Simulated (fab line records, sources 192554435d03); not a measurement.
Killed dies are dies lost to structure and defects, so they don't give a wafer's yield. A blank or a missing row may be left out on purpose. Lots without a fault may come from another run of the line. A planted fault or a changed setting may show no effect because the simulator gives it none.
fab line records | flow n5_finfet
record lots=6 wafers=18 last_day=17
route steps=1938 shown BEOL_M6@1200 PASSIVATION@1936
lots that met no fault: from a run of the same line without faults
start_h: hours from the record's first day to the start of the lot's first wafer shown | wait_h: hours since the lot's step before | " the same as in the row above | L1.1+2: a row that stands for several wafers | - no value, or no start given | * or withheld: withheld | < > ~ a bound
route shown NAME@n: a module of which the file shows steps, and the number in the route of the first | usual: mean/standard deviation of fault-free wafers | same: alike in all rows | chamber/n: place in a boat | sites: the reading at each site | _std_site: their standard deviation | _edge_site: outer sites' mean less inner sites' | radius_mm: how far each site lies from the wafer's centre | mask NAME#n: copy n | behind: the tool/chamber that last shaped the wafer | hold: why the lot was held/for how many hours/how that ended | device: the transistor (n, p or np) that didn't switch | end of line: the same wafers' tests at the end of the route | a step without rows: its recipe alone | killed: dies lost to structure and defects at the first sort, not the wafer's yield | map: a wafer's dies, x killed, . not, _ none there
set.NAME: the setting as run; set.NAME@STEP: as run at that earlier step | model.NAME: the simulator's own value behind a step, which no gauge read
lots at some steps of the route; a table a step, a row a wafer
services: from which hour (start_h, from the record's first day; less than 0 if before it) a tool's chamber was out of use, for how many hours, and why
## steps
# step N5_BEOL_M6_COAT_60
# recipe resist=SiARC temp_c=220 time_s=60 spin_rpm=1500 resist_thk_nm=35
# step N5_BEOL_M6_COAT_05
# recipe resist=CAR-ArF spin_rpm=1500 resist_thk_nm=90
# step N5_BEOL_M6_EBR_07
# recipe solvent=PGMEA ebr_width_mm=1.5
# step N5_BEOL_M6_SOFTBAKE_06
# recipe temp_c=110 time_s=60 resist=CAR-ArF
# step N5_BEOL_M6_EXPOSE_08
# recipe mask_id=M6 na=1.35 source_shape=dipole sigma_inner=0.817 sigma_outer=0.97 polarization=te dose_mj=68.25
# step N5_BEOL_M6_PEB_09
# recipe peb_temp_c=withheld peb_time_s=60 resist=CAR-ArF
# step N5_BEOL_M6_DEVELOP_10
# recipe develop_time_s=30 developer=TMAH resist=CAR-ArF rinse_liquid=diw dry=air_spin dev_temp_c=23
# step N5_BEOL_M6_CD_MEAS_11
# recipe target_cd_nm=38.5 landing_energy_ev=500 detector=se_inlens polarity=opening
# usual cd_nm=38.6/0.42
# same landing_energy_ev=500
# columns lot.wafer tool chamber start_h wait_h cd_nm
L575.2 cd_sem-01 0 223.74 - 38.6
L575.4 " 0 " " 38.4
L575.6 " 0 " " 38.5
L577.4 cd_sem-03 0 230.97 - 38.3
L577.5 " 0 " " 38.5
L577.6 " 0 " " 38.2
L580.2 cd_sem-02 0 234.67 - 39.3
L580.4 " 0 " " 39.4
L580.5 " 0 " " 38.3
L589.2 cd_sem-02 0 304.38 - 39.1
L589.3 " 0 " " 38.0
L589.5 " 0 " " 38.6
L590.4 cd_sem-01 0 311.48 - 38.1
L590.5 " 0 " " 37.7
L590.6 " 0 " " 37.9
L593.2 cd_sem-01 0 321.15 - 38.4
L593.4 " 0 " " 38.7
L593.5 " 0 " " 38.4
# step N5_BEOL_M6_OVL_MEAS_12
# recipe points_per_wafer=44
# usual M6_OVL=0.2/0.78
# columns lot.wafer tool chamber start_h wait_h M6_OVL[nm]
L575.2 overlay-02 0 223.77 0.0 -0.6
L575.4 " 0 " " -0.1
L575.6 " 0 " " -0.4
L577.4 overlay-02 0 231.00 0.0 -0.2
L577.5 " 0 " " -0.3
L577.6 " 0 " " 0.1
L580.2 overlay-01 0 234.69 0.0 1.3
L580.4 " 0 " " 1.6
L580.5 " 0 " " 1.9
L589.2 overlay-02 0 304.41 0.0 -0.6
L589.3 " 0 " " 0.2
L589.5 " 0 " " -0.4
L590.4 overlay-01 0 311.51 0.0 0.2
L590.5 " 0 " " -0.3
L590.6 " 0 " " 0.1
L593.2 overlay-02 0 321.22 0.1 -0.1
L593.4 " 0 " " 0.8
L593.5 " 0 " " -0.8
# step N5_BEOL_M6_INSPECT_13
# recipe mode=adi inspect_instrument=brightfield
# usual raw_defect_count=441/120
# columns lot.wafer tool chamber start_h wait_h raw_defect_count
L575.2 defect_inspect-02 - 223.79 0.0 275
L575.4 " - " " 343
L575.6 " - " " 312
L577.4 defect_inspect-02 - 231.02 0.0 293
L577.5 " - " " 373
L577.6 " - " " 629
L580.2 defect_inspect-01 - 234.72 0.0 291
L580.4 " - " " 356
L580.5 " - " " 497
L589.2 defect_inspect-01 - 304.44 0.0 290
L589.3 " - " " 444
L589.5 " - " " 215
L590.4 defect_inspect-02 - 311.53 0.0 267
L590.5 " - " " 373
L590.6 " - " " 453
L593.2 defect_inspect-02 - 321.24 0.0 241
L593.4 " - " " 390
L593.5 " - " " 343
# step N5_BEOL_M6_DESCUM_16
# recipe chemistry=O2 time_s=7.9 source_power_w=50 bias_power_w=20 pressure_mtorr=20 rf_frequency_hz=2.712e+07 temp_c=40 resist=CAR-ArF o2_flow_sccm=225
# usual drypump_motor_current_A=5.8/0.45 oes_product_au=0.78/0.081 rf_vpp_V=243.5/1.5 showerhead_plenum_p_Torr=2.11/0.082 throttle_valve_pct=20.41/0.23
# columns lot.wafer tool chamber start_h wait_h drypump_motor_current_A oes_product_au rf_hours_counter_h rf_vpp_V showerhead_plenum_p_Torr throttle_valve_pct
L575.2 rie_diel-02 2 223.83 0.0 6.1 0.76 129 244.0 2.20 20.36
L575.4 " 3 " " 5.9 0.74 151 243.5 2.01 20.26
L575.6 " 2 " " 6.1 0.76 - 244.2 2.20 20.35
L577.4 rie_diel-01 2 231.05 0.0 5.0 0.68 250 243.0 2.14 20.83
L577.5 " 2 " " 5.1 0.68 - 244.7 2.14 20.80
L577.6 " 3 " " 6.2 0.74 - 244.6 2.18 20.45
L580.2 rie_diel-01 1 234.79 0.1 5.6 0.83 75 246.0 2.20 20.19
L580.4 " 1 " " 5.6 0.82 - 245.4 2.20 20.18
L580.5 " 0 " " 5.7 0.71 - 240.7 1.98 20.62
L589.2 rie_diel-01 1 304.51 0.1 5.6 0.78 106 244.9 2.18 20.22
L589.3 " 3 " " 6.2 0.73 178 244.0 2.17 20.48
L589.5 " 1 " " 5.6 0.79 - 244.4 2.18 20.22
L590.4 rie_diel-01 0 311.82 0.3 5.7 0.69 238 240.9 1.97 20.68
L590.5 " 3 " " 6.2 0.72 - 245.1 2.17 20.52
L590.6 " 0 " " 5.6 0.69 - 240.9 1.97 20.66
L593.2 rie_diel-06 0 321.28 0.0 5.7 0.83 77 242.3 2.03 20.29
L593.4 " 1 " " 5.0 0.84 62 243.1 2.02 20.21
L593.5 " 0 " " 5.7 0.82 - 241.5 2.03 20.32
# step N5_BEOL_M6_ETCH_61
# recipe chemistry=CF4 target=SiARC target_depth_a=455 mask_material=CAR-ArF time_s=75.8 ion_energy_ev=80 pressure_mtorr=40 source_w=545 bias_w=36 Ar_flow_sccm=100 cf4_flow_sccm=100 ends=cleared
# usual drypump_motor_current_A=5.8/0.45 etch_rf_on_time_s=75.4/1.2 mfc_ar_sccm=99.99/0.29 oes_product_au=0.67/0.067 rf_vpp_V=184.2/1.2 showerhead_plenum_p_Torr=2.16/0.077 throttle_valve_pct=15.61/0.25
# columns lot.wafer tool chamber start_h wait_h drypump_motor_current_A etch_rf_on_time_s mfc_ar_sccm oes_product_au rf_hours_counter_h rf_vpp_V showerhead_plenum_p_Torr throttle_valve_pct
L575.2 rie_diel-02 2 223.86 0.0 6.1 74.6 99.65 0.66 129 186.6 2.24 15.49
L575.4 " 3 " " 5.9 75.6 99.99 0.63 151 182.7 2.06 15.50
L575.6 " 2 " " 6.1 74.0 100.18 0.66 - 184.7 2.24 15.49
L577.4 rie_diel-01 2 231.09 0.0 5.0 76.3 99.72 0.59 250 184.7 2.19 16.03
L577.5 " 2 " " 5.0 77.7 100.08 0.58 - 185.8 2.19 16.02
L577.6 " 3 " " 6.2 75.9 99.37 0.65 - 185.9 2.23 15.65
L580.2 rie_diel-01 1 234.82 0.0 5.6 76.7 100.15 0.69 75 185.7 2.25 15.44
L580.4 " 1 " " 5.6 76.1 100.38 0.69 - 186.5 2.25 15.41
L580.5 " 0 " " 5.6 77.7 100.06 0.61 - 181.9 2.05 15.90
L589.2 rie_diel-01 1 304.54 0.0 5.6 76.5 100.30 0.67 106 184.4 2.24 15.51
L589.3 " 3 " " 6.2 75.1 100.18 0.62 178 184.8 2.22 15.70
L589.5 " 1 " " 5.6 76.3 100.71 0.68 - 185.7 2.24 15.50
L590.4 rie_diel-01 0 311.85 0.0 5.7 77.8 100.00 0.58 238 183.6 2.04 15.98
L590.5 " 3 " " 6.2 75.1 99.90 0.62 - 184.2 2.22 15.72
L590.6 " 0 " " 5.7 77.7 100.24 0.59 - 182.0 2.04 15.98
L593.2 rie_diel-06 0 321.31 0.0 5.7 75.3 99.84 0.71 77 184.8 2.08 15.46
L593.4 " 1 " " 5.0 77.3 99.81 0.71 62 182.2 2.09 15.46
L593.5 " 0 " " 5.7 75.9 99.38 0.71 - 185.0 2.08 15.46
# step N5_BEOL_M6_ETCH_62
# recipe chemistry=N2/H2 target=SOC target_depth_a=1100 overetch_a=220 mask_material=SiARC temp_c=40 time_s=165 ion_energy_ev=200 pressure_mtorr=30 source_w=840 bias_w=150 n2_flow_sccm=200 h2_flow_sccm=200
# usual drypump_motor_current_A=5.8/0.45 n2_flow_sccm=200.0/0.63 oes_product_au=0.66/0.064 rf_vpp_V=524.7/2.8 showerhead_plenum_p_Torr=2.57/0.099 throttle_valve_pct=17.84/0.27
# columns lot.wafer tool chamber start_h wait_h drypump_motor_current_A n2_flow_sccm oes_product_au rf_hours_counter_h rf_vpp_V showerhead_plenum_p_Torr throttle_valve_pct model.SiARC_of_BEOL_M6_COAT_60.thk_nm model.BEOL_M6.cd_offset_nm
L575.2 rie_diel-02 2 223.92 0.0 6.1 198.8 0.65 129 525.9 2.66 17.71 28 0.6
L575.4 " 3 " " 5.9 200.1 0.63 151 520.3 2.44 17.62 28.2 0
L575.6 " 2 " " 6.1 200.3 0.64 - 527.8 2.66 17.70 28 0.6
L577.4 rie_diel-01 2 231.15 0.0 5.0 199.9 0.58 250 526.1 2.61 18.22 28.4 -0.4
L577.5 " 2 " " 5.0 200.0 0.58 - 525.6 2.61 18.23 28.6 -0.4
L577.6 " 3 " " 6.2 199.2 0.64 - 527.4 2.65 17.88 28.2 -0.4
L580.2 rie_diel-01 1 234.88 0.0 5.6 198.9 0.70 75 528.0 2.68 17.63 28 0.6
L580.4 " 1 " " 5.6 200.0 0.69 - 528.4 2.68 17.60 28.2 1
L580.5 " 0 " " 5.6 200.8 0.62 - 519.2 2.41 18.10 28.4 0.2
L589.2 rie_diel-01 1 304.60 0.0 5.6 200.3 0.68 106 527.5 2.67 17.66 28.6 0.4
L589.3 " 3 " " 6.2 199.3 0.62 178 528.1 2.64 17.92 26.2 0.4
L589.5 " 1 " " 5.6 200.3 0.66 - 528.0 2.67 17.68 26.2 1.4
L590.4 rie_diel-01 0 311.91 0.0 5.6 200.1 0.59 238 520.7 2.40 18.14 28.6 -0.6
L590.5 " 3 " " 6.2 199.9 0.62 - 527.2 2.64 17.92 26.2 0.4
L590.6 " 0 " " 5.6 199.6 0.60 - 520.4 2.40 18.15 26.4 0.8
L593.2 rie_diel-06 0 321.37 0.0 5.7 200.1 0.70 77 521.5 2.47 17.72 28.2 0
L593.4 " 1 " " 5.0 199.5 0.71 62 522.2 2.46 17.58 28.4 0
L593.5 " 0 " " 5.7 201.1 0.71 - 522.1 2.47 17.73 28.2 0
# step N5_BEOL_M6_STRIP_68
# recipe chemistry=N2/H2 temp_c=40 n2_flow_sccm=200 h2_flow_sccm=200 rf_frequency_hz=6e+07
# step N5_BEOL_M6_STRIP_67
# recipe chemistry=CF4 resist=SiARC power_w=300 bias_power_w=75 pressure_mtorr=50 cf4_flow_sccm=150 rf_frequency_hz=6e+07
# usual drypump_motor_current_A=5.8/0.45 oes_product_au=0.78/0.076 rf_vpp_V=271.5/1.7 showerhead_plenum_p_Torr=1.81/0.064 throttle_valve_pct=13.59/0.26
# columns lot.wafer tool chamber start_h wait_h drypump_motor_current_A oes_product_au rf_hours_counter_h rf_vpp_V showerhead_plenum_p_Torr throttle_valve_pct
L575.2 rie_diel-02 2 224.06 0.0 6.1 0.76 129 272.5 1.87 13.47
L575.4 " 3 " " 5.9 0.74 151 268.5 1.72 13.47
L575.6 " 2 " " 6.1 0.76 - 272.3 1.87 13.47
L577.4 rie_diel-01 2 231.29 0.0 5.0 0.69 250 270.7 1.84 14.02
L577.5 " 2 " " 5.0 0.69 - 271.6 1.84 14.02
L577.6 " 3 " " 6.2 0.76 - 271.7 1.87 13.67
L580.2 rie_diel-01 1 235.02 0.0 5.6 0.81 75 274.4 1.89 13.40
L580.4 " 1 " " 5.6 0.82 - 272.6 1.89 13.41
L580.5 " 0 " " 5.6 0.73 - 269.3 1.71 13.88
L589.2 rie_diel-01 1 304.74 0.0 5.6 0.79 106 272.4 1.88 13.46
L589.3 " 3 " " 6.2 0.73 178 271.3 1.86 13.72
L589.5 " 1 " " 5.6 0.79 - 273.2 1.88 13.49
L590.4 rie_diel-01 0 312.05 0.0 5.7 0.71 238 268.1 1.70 13.96
L590.5 " 3 " " 6.2 0.73 - 272.3 1.86 13.71
L590.6 " 0 " " 5.6 0.70 - 270.5 1.70 13.95
L593.2 rie_diel-06 0 321.51 0.0 5.7 0.83 77 268.9 1.75 13.43
L593.4 " 1 " " 5.0 0.83 62 270.8 1.75 13.39
L593.5 " 0 " " 5.7 0.83 - 268.5 1.75 13.43
# step N5_BEOL_M6_HM_OPEN_17
# recipe chemistry=Cl2/BCl3 target_depth_a=200 overetch_a=60 target=TiN mask_material=SOC ion_energy_ev=150 pressure_mtorr=10 icp_w=1000 bias_w=126 Cl2_flow_sccm=53.25 bcl3_flow_sccm=21.75 Ar_flow_sccm=25
# usual drypump_motor_current_A=5.7/0.38 mfc_ar_sccm=24.99/0.068 oes_product_au=0.63/0.058 throttle_valve_pct=22.02/0.15
# columns lot.wafer tool chamber start_h wait_h drypump_motor_current_A mfc_ar_sccm oes_product_au rf_hours_counter_h throttle_valve_pct model.BEOL_M6.cd_offset_nm
L575.2 rie_metal-03 0 224.10 0.0 5.4 24.96 0.60 65 22.18 0.6
L575.4 " 1 " " 5.8 24.89 0.61 - 22.09 0
L575.6 " 0 " " 5.4 24.95 0.61 - 22.14 0.6
L577.4 rie_metal-01 0 231.36 0.1 6.0 24.92 0.57 - 21.93 -0.4
L577.5 " 0 " " 6.0 25.00 0.57 - 21.91 -0.4
L577.6 " 1 " " 6.5 25.03 0.65 - 21.69 -0.2
L580.2 rie_metal-01 0 235.06 0.0 6.0 24.94 0.57 91 21.95 0.6
L580.4 " 1 " " 6.5 25.07 0.65 - 21.70 1
L580.5 " 1 " " 6.5 24.98 0.64 - 21.72 0
L589.2 rie_metal-03 1 304.79 0.0 5.8 25.10 0.60 77 22.10 0.4
L589.3 " 1 " " 5.8 25.00 0.59 - 22.09 0.4
L589.5 " 1 " " 5.8 24.90 0.60 - 22.10 1.4
L590.4 rie_metal-03 1 312.12 0.1 5.8 24.98 0.60 - 22.12 -0.6
L590.5 " 1 " " 5.8 24.98 0.59 - 22.12 0.4
L590.6 " 0 " " 5.4 24.87 0.59 - 22.14 1
L593.2 rie_metal-02 0 321.55 0.0 5.2 25.02 0.74 18 21.86 0.2
L593.4 " 1 " " 6.0 25.09 0.61 - 22.00 0.2
L593.5 " 1 " " 6.0 24.99 0.60 - 21.99 0
# step N5_BEOL_M6_STRIP_19
# recipe chemistry=O2 power_w=400 temp_c=40 pressure_mtorr=30 rf_frequency_hz=6e+07 bias_power_w=0 overash_fraction=0.2 o2_flow_sccm=225
# usual drypump_motor_current_A=5.8/0.44 oes_product_au=0.78/0.079 rf_vpp_V=3.7/0.56 showerhead_plenum_p_Torr=2.12/0.081 throttle_valve_pct=16.68/0.25
# columns lot.wafer tool chamber start_h wait_h drypump_motor_current_A oes_product_au rf_hours_counter_h rf_vpp_V showerhead_plenum_p_Torr throttle_valve_pct
L575.2 rie_diel-02 0 224.30 0.2 5.5 0.93 14 4.5 2.23 16.26
L575.4 " 1 " " 6.5 0.70 237 3.8 2.15 16.83
L575.6 " 0 " " 5.5 0.93 - 3.2 2.23 16.27
L577.4 rie_diel-02 2 231.51 0.1 6.1 0.76 131 3.4 2.20 16.61
L577.5 " 3 " " 5.9 0.73 - 2.9 2.01 16.55
L577.6 " 2 " " 6.1 0.76 - 3.9 2.20 16.58
L580.2 rie_diel-01 0 235.29 0.2 5.7 0.70 202 3.2 1.99 16.89
L580.4 " 1 " " 5.6 0.82 - 2.7 2.20 16.41
L580.5 " 0 " " 5.6 0.71 - 3.3 1.99 16.91
L589.2 rie_diel-06 2 304.90 0.1 5.4 0.70 223 2.9 2.16 17.11
L589.3 " 1 " " 5.0 0.85 54 4.1 2.03 16.45
L589.5 " 3 " " 6.4 0.74 - 3.0 2.08 16.97
L590.4 rie_diel-01 2 312.20 0.1 5.0 0.94 15 3.2 2.14 16.61
L590.5 " 0 " " 5.6 0.69 - 4.6 1.98 16.97
L590.6 " 3 " " 6.2 0.72 - 3.4 2.18 16.76
L593.2 rie_diel-06 1 321.94 0.4 5.0 0.83 62 4.2 2.03 16.47
L593.4 " 0 " " 5.7 0.83 77 3.8 2.03 16.54
L593.5 " 2 " " 5.4 0.70 - 4.4 2.16 17.15
# step N5_PASSIVATION_PROBE_49
# usual defect_limited_yield=91.2/1.4 killed_at_M0_to_M3=34/9.4 killed_at_M4_up=13/5.8 killed_at_contacts=13/6.4 killed_at_front_end=41/11 killed_at_other=3.1/2.3 killed_dies=103/16 killed_open=69/12 killed_short=33/7.8 sort_bin_5_function=5.1/0.91 sort_bin_6_memory=3.3/0.63 sort_n_pass=1077/16 sort_yield_pct=91.2/1.4
# same gross_dies=1180 killed_at_back_side=0 sort_bin_4_leakage[%]=0 sort_bin_8_speed[%]=0
# columns lot.wafer tool chamber start_h wait_h defect_limited_yield[%] killed_at_M0_to_M3 killed_at_M4_up killed_at_contacts killed_at_front_end killed_at_other killed_dies killed_open killed_short sort_bin_5_function[%] sort_bin_6_memory[%] sort_n_pass sort_yield_pct[%]
L590.4 prober-02 - 386.83 0.2 89.7 38 12 14 55 2 121 72 43 6.4 3.6 1059 89.7
L590.5 prober-02 - 386.88 0.2 90.9 21 4 15 67 0 107 74 32 5.3 3.4 1073 90.9
L590.6 prober-02 - 386.93 0.3 88.9 45 9 15 60 2 131 95 33 6.4 4.1 1049 88.9
# killed by level:class
L590.4 STI_FIN_REVEAL:geometric_particle:open=17 FIN_SAQP:geometric_particle:short=12 BEOL_M3:geometric_particle:open=12 MOL_CONTACT_COAG:geometric_particle:open=9 BEOL_M2:geometric_particle:open=6 MOL_CONTACT_COAG:geometric_particle:short=5 GATE_CUT:geometric_particle:open=4 GATE_CUT:geometric_particle:short=4
L590.5 STI_FIN_REVEAL:geometric_particle:open=21 FIN_SAQP:geometric_particle:open=17 MOL_CONTACT_COAG:geometric_particle:open=10 FIN_SAQP:geometric_particle:short=8 BEOL_M1:geometric_particle:open=6 GATE_CUT:geometric_particle:short=5 MOL_CONTACT_COAG:geometric_particle:short=5 BEOL_M2:geometric_particle:open=5
L590.6 FIN_SAQP:geometric_particle:open=21 STI_FIN_REVEAL:geometric_particle:open=19 BEOL_M3:geometric_particle:open=17 BEOL_M1:geometric_particle:open=10 MOL_CONTACT_COAG:geometric_particle:open=10 FIN_SAQP:geometric_particle:short=9 BEOL_M0:geometric_particle:open=6 MOL_CONTACT_COAG:geometric_particle:short=5
## services
# columns tool chamber start_h hours kind
rie_metal-02 1 203.98 7.3 repair
rie_diel-01 2 231.57 - clean
rie_diel-01 2 231.57 - consumable_replace:focus_ring
rie_diel-01 2 231.57 32.8 scheduled_down
rie_diel-01 2 231.57 32.8 vent_cycle
rie_diel-02 - 241.53 15.6 pm
rie_diel-06 1 266.28 23.2 repair
rie_diel-02 1 277.02 - clean
rie_diel-02 1 277.02 - consumable_replace:focus_ring
rie_diel-02 1 277.02 15.9 scheduled_down
rie_diel-02 1 277.02 15.9 vent_cycle
rie_metal-03 - 279.19 0.3 repair
rie_metal-01 - 311.80 2.8 pm
## key
first_sign none at tools or gauges
model_effect step=N5_BEOL_M6_ETCH_62 value=SiARC_of_BEOL_M6_COAT_60.thk_nm without=28.4 struck=26.25
model_effect step=N5_BEOL_M6_HM_OPEN_17 value=BEOL_M6.cd_offset_nm without=-0.2 struck=0.8
met_at N5_BEOL_M6_ETCH_62
struck_wafers L589.3,L589.5,L590.5,L590.6
onset_between 234.88 304.60
fault kind=process_parameter_drift tool=rie_diel-01 chamber=- onset_h=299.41 steps=N5_BEOL_M6_ETCH_62 channel=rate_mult offset=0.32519 shape=step end_h=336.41 scope=struck_wafers_only
